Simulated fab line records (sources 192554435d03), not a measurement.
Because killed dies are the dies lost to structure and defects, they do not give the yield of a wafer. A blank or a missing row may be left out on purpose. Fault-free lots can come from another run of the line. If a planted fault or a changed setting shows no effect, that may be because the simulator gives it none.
Matching of chambers | flow n5-finfet | 4 sister chambers for N5_BEOL_M15_DESCUM_33 on rie-diel-03
The step chemistry O2, time 7.9 s. 4 wafers are shown with their chamber, then 10 later ones without.

## WAFERS WITH THEIR CHAMBER
wafer  | chamber | drypump-motor-current-A (A)
L083.2 | 1       | 5.3
L083.5 | 3       | 6.3
L087.1 | 2       | 5.5
L087.5 | 0       | 5.0

## WAFERS MISSING THEIR CHAMBER
wafer  | drypump-motor-current-A (A)
L087.6 | 5.3
L091.2 | 5.5
L091.3 | 6.2
L091.6 | 6.3
L093.3 | 5.5
L093.4 | 5.0
L093.6 | 5.0
L094.1 | 6.2
L094.5 | 6.2
L094.6 | 5.0

## CHAMBER TAKEN BY EACH
wafer  | from the rows above | in truth
L087.6 | 1                   | 1
L091.2 | 2                   | 2
L091.3 | 3                   | 3
L091.6 | 3                   | 3
L093.3 | 2                   | 2
L093.4 | 0                   | 0
L093.6 | 0                   | 0
L094.1 | 3                   | 3
L094.5 | 3                   | 3
L094.6 | 0                   | 0
Placed correctly: 10 of 10. From these rows, 0 cannot be placed. Number placed wrongly: 0.
How it was worked out, from the rows above alone: a wafer's distance from a chamber is the root of the sum, over the readings, of the square of ((its reading less the chamber's mean) divided by the reading's scatter). The wafer belongs to the nearest chamber; if the next one is less than 2 further off, it can't be placed. For every chamber, the mean is computed from those of its wafers that are shown. The scatter: with one shown wafer a chamber, the root of the mean of the squares of how far each hidden wafer lies from its nearest shown one.
